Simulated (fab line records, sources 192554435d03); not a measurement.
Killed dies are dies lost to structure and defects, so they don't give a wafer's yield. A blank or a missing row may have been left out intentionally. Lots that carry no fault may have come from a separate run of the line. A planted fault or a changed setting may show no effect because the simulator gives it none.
Chamber matching	flow n5_finfet	pecvd-04 running N5_BEOL_M7_ILD_DEP_00: 3 sister chambers
The step deposits SiCOH lowk from DEMS/porogen, target thk 179.75 nm, time 33.4 s. 6 wafers are shown with their chamber, then 11 later ones without.

== WAFERS, EACH WITH ITS CHAMBER ==
wafer	chamber	heater_power_w (W)	throttle_valve_pct (%)
L081.2	1	403	14.4
L082.6	0	306	14.1
L085.2	2	292	13.9
L085.5	2	302	14.3
L085.6	1	363	14.3
L088.3	0	249	13.3

== WAFERS WITH NO CHAMBER GIVEN ==
wafer	heater_power_w (W)	throttle_valve_pct (%)
L088.5	385	14.2
L088.6	257	13.7
L090.3	429	14.3
L090.5	301	13.6
L090.6	283	14.6
L095.1	426	14.3
L095.5	257	14.4
L095.6	426	14.4
L096.1	443	14.2
L096.2	281	14.1
L096.6	354	14.0

== WHICH CHAMBER EACH WENT THROUGH ==
wafer	from the rows above	in truth
L088.5	1	1
L088.6	can't be placed: 0 or 2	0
L090.3	1	1
L090.5	can't be placed: 0 or 2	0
L090.6	can't be placed: 2 or 0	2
L095.1	1	1
L095.5	can't be placed: 2 or 0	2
L095.6	1	1
L096.1	1	1
L096.2	can't be placed: 2 or 0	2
L096.6	can't be placed: 1 or 2 or 0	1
Correctly placed: 5 of 11. Unplaceable from these rows: 6, with the true chamber sitting among the candidates in 6. Wrongly placed: 0.
How it was worked out, from the rows above alone: a wafer's distance from a chamber is the root of the sum, over the readings, of the square of ((its reading less the chamber's mean) divided by the reading's scatter). If the next closest chamber is less than 2 further off than the closest, the wafer can't be placed; otherwise it belongs to the closest. The mean given for a chamber averages the wafers shown for that chamber. How the scatter is found: for the shown wafers, subtract from each reading the mean of its chamber, square and add these, divide the total by (wafers less chambers), then take the root.
